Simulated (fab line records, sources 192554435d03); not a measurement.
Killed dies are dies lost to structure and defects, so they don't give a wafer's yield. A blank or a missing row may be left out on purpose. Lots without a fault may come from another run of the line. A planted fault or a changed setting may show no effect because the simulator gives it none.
Which tool did it? | flow n5_finfet | 10 lots, 29 wafers sampled, at 3 steps of a route of 1938

WHAT THE GAUGES READ, wafer by wafer
N5_PASSIVATION_OVL_MEAS_63. Usual: PAD_OVL 0 nm, standard deviation 5.4.
lot  | measured     | on         | PAD_OVL (nm) | flag
L750 | day 12 01:01 | overlay-02 | -8 -7        |
L751 | day 12 00:27 | overlay-02 | 1 8 2        |
L753 | day 12 13:39 | overlay-01 | -4 -3 -4     |
L754 | day 13 03:56 | overlay-01 | 8 6 -1       |
L755 | day 13 03:31 | overlay-01 | -8 2 1       |
L758 | day 13 16:07 | overlay-02 | -10 -5 -8    |
L760 | day 14 09:23 | overlay-02 | -3 -3 5      |
L762 | day 14 20:02 | overlay-01 | 2 -3 2       |
L764 | day 15 06:09 | overlay-02 | 0 1 -1       |
L768 | day 16 18:59 | overlay-01 | -1 -1 -5     |

WHICH TOOL RAN EACH LOT (tool, then ch and the chambers of the sampled wafers, then the start)
lot  | N5_BEOL_M2_SPUTTER_81        | N5_PASSIVATION_ETCH_15
L750 | pvd_sputter-01, day 6 21:52  | rie_diel-01 ch 0,3, day 12 01:01 or earlier
L751 | pvd_sputter-02, day 7 01:23  | rie_diel-02 ch 1, day 12 00:27 or earlier
L753 | pvd_sputter-02, day 7 11:13  | rie_diel-02 ch 1,2,3, day 12 13:39 or earlier
L754 | pvd_sputter-02, day 7 20:18  | rie_diel-03 ch 0,1,2, day 13 03:56 or earlier
L755 | pvd_sputter-03, day 8 01:29  | rie_diel-02 ch 2,3, day 13 03:31 or earlier
L758 | pvd_sputter-03, day 8 17:10  | rie_diel-03 ch 0,2, day 13 16:07 or earlier
L760 | pvd_sputter-03, day 9 06:35  | rie_diel-02 ch 1,2,3, day 14 09:23 or earlier
L762 | pvd_sputter-01, day 10 04:39 | rie_diel-01 ch 0,1,3, day 14 20:02 or earlier
L764 | pvd_sputter-03, day 10 10:34 | rie_diel-01 ch 1,3, day 15 06:09 or earlier
L768 | pvd_sputter-02, day 11 02:42 | rie_diel-02 ch 1,2, day 16 18:59 or earlier
- N5_BEOL_M2_SPUTTER_81: material Cu, target thk 4.5 nm, time 8.29 s.
- N5_PASSIVATION_ETCH_15: etches SiCN in CF4/N2, target depth 75 nm, time 81.2 s.

WHAT THE TOOLS THEMSELVES READ (means of the sampled wafers that have a number; where no wafer has one, the mark that the record gives instead)
N5_BEOL_M2_SPUTTER_81. Usual: chuck_sensor_temp_C -16.0 C, standard deviation 0.5; throttle_valve_pct 29.7 %, standard deviation 0.87.
lot  | tool           | chuck_sensor_temp_C (C) | throttle_valve_pct (%) | flag
L750 | pvd_sputter-01 | -16.5                   | 29.1                   |
L751 | pvd_sputter-02 | -16.3                   | 30.0                   |
L753 | pvd_sputter-02 | -16.5                   | 29.5                   |
L754 | pvd_sputter-02 | -16.2                   | 30.2                   |
L755 | pvd_sputter-03 | -16.1                   | 29.4                   |
L758 | pvd_sputter-03 | -15.7                   | 29.8                   |
L760 | pvd_sputter-03 | -15.7                   | 29.7                   |
L762 | pvd_sputter-01 | -16.2                   | 29.3                   |
L764 | pvd_sputter-03 | -15.8                   | 28.9                   |
L768 | pvd_sputter-02 | -16.6                   | 29.4                   |

N5_PASSIVATION_ETCH_15. Usual: chamber_pressure_mTorr 40.00 mTorr, standard deviation 0.039; drypump_motor_current_A 5.9 A, standard deviation 0.45; oes_product_au 0.78 a.u., standard deviation 0.09; rf_vpp_V 383.0 V, standard deviation 1.7; showerhead_plenum_p_Torr 2.24 Torr, standard deviation 0.06; throttle_valve_pct 15.40 %, standard deviation 0.19.
lot  | tool        | chamber_pressure_mTorr (mTorr) | drypump_motor_current_A (A) | oes_product_au (a.u.) | rf_vpp_V (V) | showerhead_plenum_p_Torr (Torr) | throttle_valve_pct (%) | flag
L750 | rie_diel-01 | 40.02                          | 6.0                         | 0.80                  | 383.0        | 2.21                            | 15.48                  |
L751 | rie_diel-02 | 40.01                          | 5.8                         | 0.73                  | 381.6        | 2.19                            | 15.23                  |
L753 | rie_diel-02 | 40.00                          | 5.9                         | 0.78                  | 383.3        | 2.24                            | 15.35                  |
L754 | rie_diel-03 | 39.95                          | 5.9                         | 0.75                  | 382.5        | 2.23                            | 15.50                  |
L755 | rie_diel-02 | 39.99                          | 6.2                         | 0.76                  | 382.3        | 2.23                            | 15.50                  |
L758 | rie_diel-03 | 39.98                          | 5.5                         | 0.79                  | 381.5        | 2.18                            | 15.39                  |
L760 | rie_diel-02 | 39.99                          | 5.9                         | 0.76                  | 382.4        | 2.23                            | 15.38                  |
L762 | rie_diel-01 | 40.00                          | 6.0                         | 0.79                  | 383.2        | 2.24                            | 15.48                  |
L764 | rie_diel-01 | 40.01                          | 6.2                         | 0.73                  | 382.5        | 2.23                            | 15.53                  |
L768 | rie_diel-02 | 40.03                          | 6.0                         | 0.77                  | 381.1        | 2.17                            | 15.28                  |

THE ANSWER, worked out from the rows above alone
Rule: a lot is off if the mean of its wafers that have a number lies more than 3 standard deviations from the usual mean. A lot without any number at a reading at which 4 lots or more have one is off too. The other lots that the step has rows for count as sound. The gauges are gone through in route order, then the tools' own readings, and for those a lot's mean is taken as printed above. The first step at which some lot is off is used, and at that step the reading that is off furthest; a lot without a number counts as furthest.
No lot is off at any reading shown: from this, nothing can be told.

WHAT THE SIMULATOR HAD PUT IN
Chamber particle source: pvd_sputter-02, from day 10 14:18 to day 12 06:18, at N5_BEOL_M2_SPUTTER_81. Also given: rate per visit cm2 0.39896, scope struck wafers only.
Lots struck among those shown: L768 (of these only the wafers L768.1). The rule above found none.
